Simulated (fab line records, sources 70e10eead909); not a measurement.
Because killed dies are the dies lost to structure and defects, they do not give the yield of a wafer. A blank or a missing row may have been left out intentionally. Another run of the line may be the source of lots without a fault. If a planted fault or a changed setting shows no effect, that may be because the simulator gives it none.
Chamber matching || flow nandHarc || 4 sister chambers for NHARC_P_M2_STRIP_18 on rieDiel-03
The step strips in N2/H2. 8 wafers are shown with their chamber, then 12 later ones without.

== WAFERS WITH THEIR CHAMBER ==
{"wafer": "L086.6", "chamber": 3, "drypumpMotorCurrentA (A)": 5.8, "rfVppV (V)": 89.8}
{"wafer": "L087.1", "chamber": 1, "drypumpMotorCurrentA (A)": 6.0, "rfVppV (V)": 91.2}
{"wafer": "L088.5", "chamber": 1, "drypumpMotorCurrentA (A)": 6.0, "rfVppV (V)": 92.7}
{"wafer": "L091.3", "chamber": 0, "drypumpMotorCurrentA (A)": 4.7, "rfVppV (V)": 89.5}
{"wafer": "L091.4", "chamber": 2, "drypumpMotorCurrentA (A)": 6.3, "rfVppV (V)": 91.9}
{"wafer": "L093.4", "chamber": 0, "drypumpMotorCurrentA (A)": 4.7, "rfVppV (V)": 90.1}
{"wafer": "L093.5", "chamber": 3, "drypumpMotorCurrentA (A)": 5.7, "rfVppV (V)": 88.8}
{"wafer": "L093.6", "chamber": 2, "drypumpMotorCurrentA (A)": 6.3, "rfVppV (V)": 92.4}

== WAFERS WHOSE CHAMBER IS MISSING ==
{"wafer": "L092.2", "drypumpMotorCurrentA (A)": 6.2, "rfVppV (V)": 91.2}
{"wafer": "L092.4", "drypumpMotorCurrentA (A)": 4.7, "rfVppV (V)": 89.5}
{"wafer": "L092.5", "drypumpMotorCurrentA (A)": 5.8, "rfVppV (V)": 88.7}
{"wafer": "L095.1", "drypumpMotorCurrentA (A)": 4.7, "rfVppV (V)": 90.2}
{"wafer": "L095.2", "drypumpMotorCurrentA (A)": 5.8, "rfVppV (V)": 89.8}
{"wafer": "L095.4", "drypumpMotorCurrentA (A)": 4.7, "rfVppV (V)": 90.7}
{"wafer": "L096.3", "drypumpMotorCurrentA (A)": 6.0, "rfVppV (V)": 92.0}
{"wafer": "L096.5", "drypumpMotorCurrentA (A)": 4.8, "rfVppV (V)": 89.4}
{"wafer": "L096.6", "drypumpMotorCurrentA (A)": 5.7, "rfVppV (V)": 89.8}
{"wafer": "L097.1", "drypumpMotorCurrentA (A)": 6.2, "rfVppV (V)": 92.7}
{"wafer": "L097.5", "drypumpMotorCurrentA (A)": 5.8, "rfVppV (V)": 90.0}
{"wafer": "L097.6", "drypumpMotorCurrentA (A)": 6.2, "rfVppV (V)": 92.8}

== EACH ONE'S CHAMBER ==
{"wafer": "L092.2", "from the rows above": 2, "in truth": 2}
{"wafer": "L092.4", "from the rows above": 0, "in truth": 0}
{"wafer": "L092.5", "from the rows above": 3, "in truth": 3}
{"wafer": "L095.1", "from the rows above": 0, "in truth": 0}
{"wafer": "L095.2", "from the rows above": 3, "in truth": 3}
{"wafer": "L095.4", "from the rows above": 0, "in truth": 0}
{"wafer": "L096.3", "from the rows above": 1, "in truth": 1}
{"wafer": "L096.5", "from the rows above": 0, "in truth": 0}
{"wafer": "L096.6", "from the rows above": 3, "in truth": 3}
{"wafer": "L097.1", "from the rows above": 2, "in truth": 2}
{"wafer": "L097.5", "from the rows above": 3, "in truth": 3}
{"wafer": "L097.6", "from the rows above": 2, "in truth": 2}
12 of 12 placed correctly. Left unplaced by these rows: 0. 0 placed wrongly.
How it was worked out, from the rows above alone: a wafer's distance from a chamber is the root of the sum, over the readings, of the square of ((its reading less the chamber's mean) divided by the reading's scatter). The wafer belongs to the nearest chamber; if the next one is less than 2 further off, it can't be placed. The mean given for a chamber averages the wafers shown for that chamber. The scatter: take each reading less its chamber's mean, square it, sum over the shown wafers, divide by the number of wafers less the number of chambers, and take the root.
